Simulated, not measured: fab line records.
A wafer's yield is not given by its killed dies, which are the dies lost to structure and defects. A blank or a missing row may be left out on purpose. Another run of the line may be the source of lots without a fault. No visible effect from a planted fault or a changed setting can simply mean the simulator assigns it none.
Chamber matching | flow n5Finfet | N5_BEOL_M8_ILD_DEP_00 on pecvd-04 has 3 sister chambers
The step deposits SiCOH lowk from DEMS/porogen, target thk 179.75 nm, time 33.4 s. 6 wafers are shown with their chamber, then 12 later ones without.

## WAFERS PAIRED WITH THEIR CHAMBERS
wafer  | chamber | throttleValvePct (%) | showerheadPlenumPTorr (Torr)
L084.2 | 2       | 13.2                 | 5.740
L084.4 | 2       | 13.1                 | 5.745
L084.6 | 0       | 14.0                 | 5.726
L085.2 | 1       | 13.2                 | 5.745
L085.3 | 0       | 14.3                 | 5.717
L085.4 | 1       | 13.4                 | 5.755

## WAFERS WITH NO CHAMBER GIVEN
wafer  | throttleValvePct (%) | showerheadPlenumPTorr (Torr)
L087.1 | 14.2                 | 5.730
L087.5 | 13.3                 | 5.744
L087.6 | 14.0                 | 5.718
L093.3 | 13.3                 | 5.721
L093.5 | 13.2                 | 5.740
L093.6 | 14.3                 | 5.731
L092.2 | 13.2                 | 5.734
L092.4 | 14.0                 | 5.726
L092.5 | 13.4                 | 5.758
L091.3 | 13.4                 | 5.742
L091.4 | 13.5                 | 5.727
L091.5 | 13.5                 | 5.734

## THE CHAMBER EACH PASSED THROUGH
wafer  | from the rows above          | in truth
L087.1 | 0                            | 0
L087.5 | can't be placed: 2 or 1      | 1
L087.6 | 0                            | 0
L093.3 | can't be placed: 2 or 1 or 0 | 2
L093.5 | can't be placed: 2 or 1      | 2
L093.6 | 0                            | 0
L092.2 | can't be placed: 2 or 1      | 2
L092.4 | 0                            | 0
L092.5 | can't be placed: 1 or 2      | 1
L091.3 | can't be placed: 1 or 2      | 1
L091.4 | can't be placed: 2 or 1 or 0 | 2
L091.5 | can't be placed: 2 or 1      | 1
Correctly placed: 4 of 12. Cannot be placed on the basis of these rows: 8; the candidates contain the true chamber in 8. 0 placed wrongly.
How it was worked out, from the rows above alone: a wafer's distance from a chamber is the root of the sum, over the readings, of the square of ((its reading less the chamber's mean) divided by the reading's scatter). The wafer belongs to the nearest chamber; if the next one is less than 2 further off, it can't be placed. Each chamber's mean is taken over the wafers shown for it. The scatter: take each reading less its chamber's mean, square it, sum over the shown wafers, divide by the number of wafers less the number of chambers, and take the root.
